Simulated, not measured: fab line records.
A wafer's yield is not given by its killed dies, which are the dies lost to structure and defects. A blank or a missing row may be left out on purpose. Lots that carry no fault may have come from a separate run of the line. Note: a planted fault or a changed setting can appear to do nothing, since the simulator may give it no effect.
Struck lot and sound lot, side by side / flow nand harc / 40 out of 1159 route steps
Sound: the wafers L486.1, L486.4, L486.6. Struck: wafer L496.1 (left out: L496.3, L496.6 of the same lot, which were not struck); the cause appears at the end.
Order at every step that has rows: each side's tool, ch and its chambers, its first start. Under that, the readings that differ: sound wafers / struck wafers / difference of the means / sigmas: that difference in standard deviations of wafers without a fault.
alike: readings with means less than 2 such deviations apart, plus words and numbers identical on both sides. not compared: withheld readings, readings lacking a value on some wafer, bounds such as >300 that could conceal the same value, and numbers that have no deviation in the record and whose values overlap.
The two part at a step that has a row with sigmas, a row that says differs or no value, or rows on one side only. Non-overlapping numbers with no deviation appear without sigmas and do not part them. A reading that every wafer of one side lacks parts them only if that side has two wafers or more.

first, 11 steps without rows for these wafers: NHARC_A_STAIRCASE_SRD_174; NHARC_A_STAIRCASE_DEHYDRATE_01 (time 120 s); NHARC_A_STAIRCASE_HMDS_02 (time 30 s); NHARC_A_STAIRCASE_COAT_03; NHARC_A_STAIRCASE_SOFTBAKE_04 (time 170 s); NHARC_A_STAIRCASE_EBR_05; NHARC_A_STAIRCASE_EXPOSE_06 (exposes mask STAIR); NHARC_A_STAIRCASE_PEB_07 (peb time 130 s); NHARC_A_STAIRCASE_DEVELOP_08 (time 140 s); NHARC_A_STAIRCASE_HARDBAKE_10 (time 140 s); NHARC_A_STAIRCASE_DESCUM_11 (chemistry O2, time 3 s).
NHARC_A_STAIRCASE_TRIM_12: chemistry O2, time 211.2 s.
  sound on rie diel-04 ch 2,3, day 11 13:23; struck on rie diel-09 ch 1, day 14 04:30
reading=drypump motor current A (A); sound=5.7 6.2 6.2; struck=5.0; difference=-1.0; sigmas=-2
reading=rf vpp V (V); sound=57.3 57.1 58.0; struck=59.7; difference=+2.2; sigmas=+2
reading=throttle valve pct (%); sound=17.028 17.019 17.048; struck=17.062; difference=+0.030; sigmas=+3
  alike: oes product au, showerhead plenum p Torr
  not compared: rf hours counter h
then, 2 steps without rows for these wafers: NHARC_A_STAIRCASE_ETCH_13 (etches the open film in C4F8/O2, target depth 100 nm, time 40.5 s); NHARC_A_STAIRCASE_TRIM_14 (chemistry O2, time 211.2 s).
NHARC_A_STAIRCASE_ETCH_15: etches the open film in C4F8/O2, target depth 100 nm, time 40.5 s.
  sound on rie diel-04 ch 1,2,3; struck on rie diel-09 ch 2
  alike: bias w, oes product au, rf vpp V
  not compared: rf hours counter h
then, 1 step without rows for these wafers: NHARC_A_STAIRCASE_TRIM_16 (chemistry O2, time 211.2 s).
NHARC_A_STAIRCASE_ETCH_17: etches the open film in C4F8/O2, target depth 100 nm, time 40.5 s.
  sound on rie diel-04 ch 0,2; struck on rie diel-09 ch 2
  alike: bias w, oes product au, rf vpp V
  not compared: rf hours counter h
then, 2 steps without rows for these wafers: NHARC_A_STAIRCASE_TRIM_18 (chemistry O2, time 211.2 s); NHARC_A_STAIRCASE_ETCH_19 (etches the open film in C4F8/O2, target depth 100 nm, time 40.5 s).
NHARC_A_STAIRCASE_TRIM_20: chemistry O2, time 211.2 s.
  sound on rie diel-04 ch 1,2, day 11 14:27; struck on rie diel-04 ch 2, day 14 06:16
reading=throttle valve pct (%); sound=17.045 17.047 17.041; struck=17.024; difference=-0.020; sigmas=-2
  alike: drypump motor current A, oes product au, rf vpp V, showerhead plenum p Torr
  not compared: rf hours counter h
then, 3 steps without rows for these wafers: NHARC_A_STAIRCASE_ETCH_21 (etches the open film in C4F8/O2, target depth 100 nm, time 40.5 s); NHARC_A_STAIRCASE_TRIM_22 (chemistry O2, time 211.2 s); NHARC_A_STAIRCASE_ETCH_23 (etches the open film in C4F8/O2, target depth 100 nm, time 40.5 s).
NHARC_A_STAIRCASE_TRIM_24: chemistry O2, time 211.2 s.
  sound on rie diel-04 ch 0,2,3; struck on rie diel-04 ch 3
reading=showerhead plenum p Torr (Torr); sound=3.28 3.45 3.61; struck=3.80; difference=+0.35; sigmas=+2
  alike: drypump motor current A, oes product au, rf vpp V, throttle valve pct
  not compared: rf hours counter h
NHARC_A_STAIRCASE_ETCH_25: etches the open film in C4F8/O2, target depth 100 nm, time 40.5 s.
  sound on rie diel-04 ch 0,1,2; struck on rie diel-04 ch 1
  alike: bias w, oes product au, rf vpp V
  not compared: rf hours counter h
then, 14 steps without rows for these wafers: NHARC_A_STAIRCASE_TRIM_26 (chemistry O2, time 211.2 s); NHARC_A_STAIRCASE_ETCH_27 (etches the open film in C4F8/O2, target depth 100 nm, time 40.5 s); NHARC_A_STAIRCASE_STRIP_175 (strips in O2); NHARC_A_STAIRCASE_STRIP_148 (strips in SPM, time 900 s); NHARC_A_STAIRCASE_PRECLEAN_149 (cleans in SC1); NHARC_A_STAIRCASE_SRD_150; NHARC_A_STAIRCASE_DEHYDRATE_176 (time 120 s); NHARC_A_STAIRCASE_HMDS_177 (time 30 s); NHARC_A_STAIRCASE_COAT_178; NHARC_A_STAIRCASE_SOFTBAKE_179 (time 170 s); NHARC_A_STAIRCASE_EBR_180; NHARC_A_STAIRCASE_EXPOSE_181 (exposes mask STAIR 2); NHARC_A_STAIRCASE_PEB_182 (peb time 130 s); NHARC_A_STAIRCASE_DEVELOP_183 (time 140 s).
-- break in the record here, with 8 days between the starts of the struck wafers on either side (left off in module A_STAIRCASE, picked up again in module END, where the first step shown is number 1159 on the route) --
NHARC_END_SORT_01:
  at this point the record logs the struck wafers (prober-01 ch 0, day 22 17:51) and has no rows for the sound ones

WHERE THEY PART
First at NHARC_A_STAIRCASE_TRIM_12; last, within this record, at NHARC_END_SORT_01.

WHY: the cause the simulator had injected
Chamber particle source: rie diel-09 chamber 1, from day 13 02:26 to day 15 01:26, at NHARC_A_STAIRCASE_TRIM_12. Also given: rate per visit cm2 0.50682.
